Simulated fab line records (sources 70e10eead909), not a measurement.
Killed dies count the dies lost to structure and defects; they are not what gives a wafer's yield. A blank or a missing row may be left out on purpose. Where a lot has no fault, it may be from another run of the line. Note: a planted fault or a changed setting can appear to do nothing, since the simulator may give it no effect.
Which tool did it? | flow nand_harc | Sampling: 14 lots, 42 wafers, 7 of 1302 route steps

== WHAT EACH GAUGE READ, for each wafer ==
NHARC_A_CHANNEL_HOLE_D1_CD_MEAS_10: target cd 100 nm.
lot  | measured     | on        | cd_nm (nm)
L429 | day 8 11:28  | cd_sem-03 | 99.6 100.0 100.2
L430 | day 9 01:04  | cd_sem-01 | 100.7 100.2 100.4
L432 | day 9 15:11  | cd_sem-03 | 99.7 100.1 99.8
L434 | day 10 11:57 | cd_sem-03 | 98.9 99.4 99.3
L438 | day 12 00:19 | cd_sem-02 | 86.9 86.4 86.6
L437 | day 12 00:48 | cd_sem-02 | 99.1 99.3 99.6
L439 | day 12 21:45 | cd_sem-01 | 86.4 85.6 86.5
L440 | day 12 23:45 | cd_sem-01 | 100.2 100.3 100.1
L443 | day 14 16:00 | cd_sem-02 | 99.6 99.3 100.0
L446 | day 15 18:29 | cd_sem-03 | 100.6 100.0 100.4
L448 | day 16 12:11 | cd_sem-01 | 100.9 100.4 100.4
L449 | day 17 06:47 | cd_sem-01 | 99.7 100.9 100.4
L452 | day 18 00:29 | cd_sem-01 | 99.9 100.0 99.9
L451 | day 18 00:40 | cd_sem-03 | 100.1 100.5 100.6

NHARC_A_CHANNEL_HOLE_D1_INSPECT_12.
lot  | measured     | on                | raw_defect_count
L429 | day 8 11:35  | defect_inspect-01 | 10 4 2
L430 | day 9 01:11  | defect_inspect-01 | 5 4 6
L432 | day 9 15:19  | defect_inspect-01 | 8 2 6
L434 | day 10 12:05 | defect_inspect-01 | 2 6 5
L438 | day 12 00:26 | defect_inspect-01 | 3 5 3
L437 | day 12 00:55 | defect_inspect-01 | 5 5 5
L439 | day 12 21:53 | defect_inspect-01 | 9 2 8
L440 | day 12 23:52 | defect_inspect-02 | 4 2 2
L443 | day 14 16:07 | defect_inspect-02 | 11 2 3
L446 | day 15 18:37 | defect_inspect-01 | 5 5 2
L448 | day 16 12:19 | defect_inspect-02 | 6 2 6
L449 | day 17 06:55 | defect_inspect-01 | 3 4 5
L452 | day 18 00:37 | defect_inspect-01 | 5 3 7
L451 | day 18 00:47 | defect_inspect-01 | 3 0 6

NHARC_A_CHANNEL_HOLE_D1_CD_MEAS_18.
lot  | measured     | on        | cd_nm (nm)
L429 | day 8 12:45  | cd_sem-02 | 100.8 96.5 97.3
L430 | day 9 02:23  | cd_sem-02 | 98.7 102.7 102.2
L432 | day 9 16:29  | cd_sem-01 | 97.8 99.7 99.3
L434 | day 10 13:15 | cd_sem-02 | 99.5 100.9 95.1
L438 | day 12 01:36 | cd_sem-03 | 85.2 85.9 87.0
L437 | day 12 02:06 | cd_sem-03 | 97.7 100.7 95.6
L439 | day 12 23:03 | cd_sem-03 | 88.7 86.4 86.9
L440 | day 13 01:02 | cd_sem-02 | 101.4 100.5 102.3
L443 | day 14 17:17 | cd_sem-01 | 95.9 101.5 100.4
L446 | day 15 19:55 | cd_sem-01 | 95.1 93.9 98.9
L448 | day 16 13:29 | cd_sem-01 | 100.1 99.3 100.5
L449 | day 17 08:17 | cd_sem-01 | 95.9 96.9 100.9
L452 | day 18 02:16 | cd_sem-02 | 98.7 100.6 96.4
L451 | day 18 02:43 | cd_sem-02 | 98.8 100.1 98.2

NHARC_A_CHANNEL_HOLE_D1_CD_MEAS_30.
lot  | measured     | on        | cd_nm (nm)
L429 | day 8 18:22  | cd_sem-02 | 90.6 90.1 88.7
L430 | day 9 08:00  | cd_sem-03 | 91.7 93.2 91.0
L432 | day 10 02:17 | cd_sem-02 | 90.8 91.2 90.0
L434 | day 10 18:50 | cd_sem-01 | 91.0 91.1 91.3
L438 | day 12 07:12 | cd_sem-01 | 77.5 75.1 77.9
L437 | day 12 08:03 | cd_sem-01 | 89.2 87.1 89.7
L439 | day 13 04:40 | cd_sem-01 | 76.6 74.8 76.9
L440 | day 13 08:51 | cd_sem-01 | 92.1 91.9 92.8
L443 | day 14 22:53 | cd_sem-02 | 90.4 87.5 92.1
L446 | day 16 01:31 | cd_sem-01 | 90.7 92.4 91.2
L448 | day 16 19:04 | cd_sem-02 | 93.8 91.9 92.3
L449 | day 17 19:23 | cd_sem-02 | 91.0 89.4 91.2
L452 | day 18 11:24 | cd_sem-03 | 90.4 89.0 88.2
L451 | day 18 12:41 | cd_sem-03 | 91.8 91.6 93.4

== WHAT TOOL EACH LOT RAN ON (gives the tool, then ch and the chambers of the sampled wafers, and finally the start) ==
lot  | NHARC_A_CHANNEL_HOLE_D1_PEB_08    | NHARC_A_CHANNEL_HOLE_D1_ETCH_34               | NHARC_A_CHANNEL_HOLE_D1_ETCH_19
L429 | litho_track-04 ch 0, day 8 11:23  | rie_diel-03 ch 0,1, day 8 12:45 or earlier    | har_etch-02 ch 0,1, day 8 12:52
L430 | litho_track-04 ch 0, day 9 00:59  | rie_diel-11 ch 2,3, day 9 02:23 or earlier    | har_etch-01 ch 0,1, day 9 02:29
L432 | litho_track-06 ch 0, day 9 15:07  | rie_diel-03 ch 0,1, day 9 16:29 or earlier    | har_etch-02 ch 1, day 9 16:34
L434 | litho_track-06 ch 0, day 10 11:53 | rie_diel-03 ch 0,2,3, day 10 13:15 or earlier | har_etch-02 ch 0,1, day 10 13:19
L438 | litho_track-06 ch 0, day 12 00:14 | rie_diel-03 ch 2,3, day 12 01:36 or earlier   | har_etch-02 ch 1, day 12 01:42
L437 | litho_track-04 ch 0, day 12 00:43 | rie_diel-11 ch 0,1,3, day 12 02:06 or earlier | har_etch-01 ch 0,1, day 12 02:32
L439 | litho_track-06 ch 0, day 12 21:40 | rie_diel-07 ch 1,2, day 12 23:03 or earlier   | har_etch-02 ch 0,1, day 12 23:08
L440 | litho_track-04 ch 0, day 12 23:40 | rie_diel-07 ch 1,2,3, day 13 01:02 or earlier | har_etch-02 ch 0,1, day 13 03:22
L443 | litho_track-04 ch 0, day 14 15:55 | rie_diel-11 ch 0,2,3, day 14 17:17 or earlier | har_etch-01 ch 0,1, day 14 17:23
L446 | litho_track-01 ch 0, day 15 18:24 | rie_diel-11 ch 0,2,3, day 15 19:55 or earlier | har_etch-02 ch 0,1, day 15 20:02
L448 | litho_track-04 ch 0, day 16 12:06 | rie_diel-03 ch 0,2,3, day 16 13:29 or earlier | har_etch-01 ch 0,1, day 16 13:36
L449 | litho_track-04 ch 0, day 17 06:43 | rie_diel-03 ch 0,3, day 17 08:17 or earlier   | har_etch-01 ch 0,1, day 17 13:41
L452 | litho_track-06 ch 0, day 18 00:25 | rie_diel-03 ch 1,2,3, day 18 02:16 or earlier | har_etch-01 ch 0,1, day 18 05:44
L451 | litho_track-01 ch 0, day 18 00:35 | rie_diel-03 ch 1,2,3, day 18 02:43 or earlier | har_etch-02 ch 0,1, day 18 07:04
- NHARC_A_CHANNEL_HOLE_D1_PEB_08: peb time 65 s.
- NHARC_A_CHANNEL_HOLE_D1_ETCH_34: etches the open film in CF4/CHF3, target depth 154 nm, time 77 s.
- NHARC_A_CHANNEL_HOLE_D1_ETCH_19: etches the open film in C4F8/O2/Ar, time 34.5 s.

== AS READ BY THE TOOLS THEMSELVES (means over the sampled wafers that have a number; for cases with no such wafer, the mark the record gives instead) ==
NHARC_A_CHANNEL_HOLE_D1_PEB_08.
lot  | tool           | heater_power_total_W (W) | plate_temp_C (C)
L429 | litho_track-04 | 156.8                    | 100.03
L430 | litho_track-04 | 156.8                    | 100.11
L432 | litho_track-06 | 156.4                    | 100.13
L434 | litho_track-06 | 157.1                    | 100.12
L438 | litho_track-06 | 147.5                    | 95.64
L437 | litho_track-04 | 156.3                    | 100.09
L439 | litho_track-06 | 147.5                    | 95.95
L440 | litho_track-04 | 156.4                    | 99.99
L443 | litho_track-04 | 156.2                    | 99.95
L446 | litho_track-01 | 157.0                    | 100.08
L448 | litho_track-04 | 157.1                    | 100.05
L449 | litho_track-04 | 156.6                    | 100.20
L452 | litho_track-06 | 156.3                    | 100.00
L451 | litho_track-01 | 156.7                    | 100.03

NHARC_A_CHANNEL_HOLE_D1_ETCH_34.
lot  | tool        | drypump_motor_current_A (A) | oes_product_au (a.u.) | rf_vpp_V (V) | showerhead_plenum_p_Torr (Torr) | throttle_valve_pct (%)
L429 | rie_diel-03 | 5.5                         | 0.919                 | 370.3        | 1.57                            | 16.805
L430 | rie_diel-11 | 5.2                         | 0.922                 | 370.8        | 1.58                            | 16.800
L432 | rie_diel-03 | 5.5                         | 0.919                 | 370.2        | 1.57                            | 16.799
L434 | rie_diel-03 | 5.8                         | 0.923                 | 371.5        | 1.60                            | 16.796
L438 | rie_diel-03 | 5.9                         | 0.964                 | 371.4        | 1.62                            | 16.805
L437 | rie_diel-11 | 5.5                         | 0.959                 | 370.6        | 1.57                            | 16.800
L439 | rie_diel-07 | 5.9                         | 0.949                 | 371.3        | 1.59                            | 16.793
L440 | rie_diel-07 | 5.5                         | 0.965                 | 371.0        | 1.59                            | 16.811
L443 | rie_diel-11 | 5.4                         | 0.974                 | 370.0        | 1.56                            | 16.796
L446 | rie_diel-11 | 5.4                         | 0.937                 | 369.6        | 1.56                            | 16.801
L448 | rie_diel-03 | 5.8                         | 0.922                 | 371.3        | 1.60                            | 16.801
L449 | rie_diel-03 | 5.9                         | 0.902                 | 370.8        | 1.59                            | 16.802
L452 | rie_diel-03 | 5.8                         | 0.915                 | 371.4        | 1.59                            | 16.799
L451 | rie_diel-03 | 5.8                         | 0.924                 | 370.3        | 1.59                            | 16.804

NHARC_A_CHANNEL_HOLE_D1_ETCH_19.
lot  | tool        | drypump_motor_current_A (A) | showerhead_plenum_p_Torr (Torr) | temp_c (C) | throttle_valve_pct (%)
L429 | har_etch-02 | 5.8                         | 3.58                            | -19.91     | 37.029
L430 | har_etch-01 | 5.7                         | 3.74                            | -19.95     | 37.032
L432 | har_etch-02 | 5.6                         | 3.59                            | -19.99     | 37.037
L434 | har_etch-02 | 5.8                         | 3.57                            | -19.97     | 37.031
L438 | har_etch-02 | 5.5                         | 3.57                            | -20.00     | 37.034
L437 | har_etch-01 | 6.1                         | 3.67                            | -19.94     | 37.033
L439 | har_etch-02 | 6.0                         | 3.54                            | -20.00     | 37.029
L440 | har_etch-02 | 6.0                         | 3.53                            | -20.03     | 37.037
L443 | har_etch-01 | 6.1                         | 3.65                            | -19.99     | 37.027
L446 | har_etch-02 | 6.0                         | 3.52                            | -20.05     | 37.050
L448 | har_etch-01 | 5.7                         | 3.68                            | -19.90     | 37.038
L449 | har_etch-01 | 5.7                         | 3.67                            | -19.99     | 37.039
L452 | har_etch-01 | 5.7                         | 3.67                            | -20.15     | 37.033
L451 | har_etch-02 | 6.0                         | 3.97                            | -19.88     | 37.038

== THE ANSWER, worked out from the rows above alone ==
Rule: the lots themselves supply what counts as usual. Put in order of their means at a reading, lots are off if they are a third of the lots or fewer, leave a main group of 4 or more, and stand apart from it by a gap of 3 or more times the standard deviation of the main group's means; of several such gaps the widest counts. A main group whose means are all the same, to the digits that the tables above print for the reading, isn't used. Also off: a lot with no number at a reading for which 4 or more lots have one. The other lots that the step has rows for count as sound. The gauges are gone through in route order, then the tools' own readings, and for those a lot's mean is taken as printed above. At the first step where some lot is off, the reading lying furthest off is the one used; lots without a number count as furthest.
Off at NHARC_A_CHANNEL_HOLE_D1_CD_MEAS_10 (cd_nm): L438, L439. The main group: mean 100.0 nm, standard deviation 0.43.
If a tool, at a process step before that reading, ran all the lots that are off and no sound lot after the first of them, it fits. Not tried: the gauges at NHARC_A_CHANNEL_HOLE_D1_CD_MEAS_10; whatever is off there is also off at NHARC_A_CHANNEL_HOLE_D1_CD_MEAS_18, on other tools, and gauge error can't account for it. No candidate that was tried fits.

== WHAT THE SIMULATOR HAD PUT IN ==
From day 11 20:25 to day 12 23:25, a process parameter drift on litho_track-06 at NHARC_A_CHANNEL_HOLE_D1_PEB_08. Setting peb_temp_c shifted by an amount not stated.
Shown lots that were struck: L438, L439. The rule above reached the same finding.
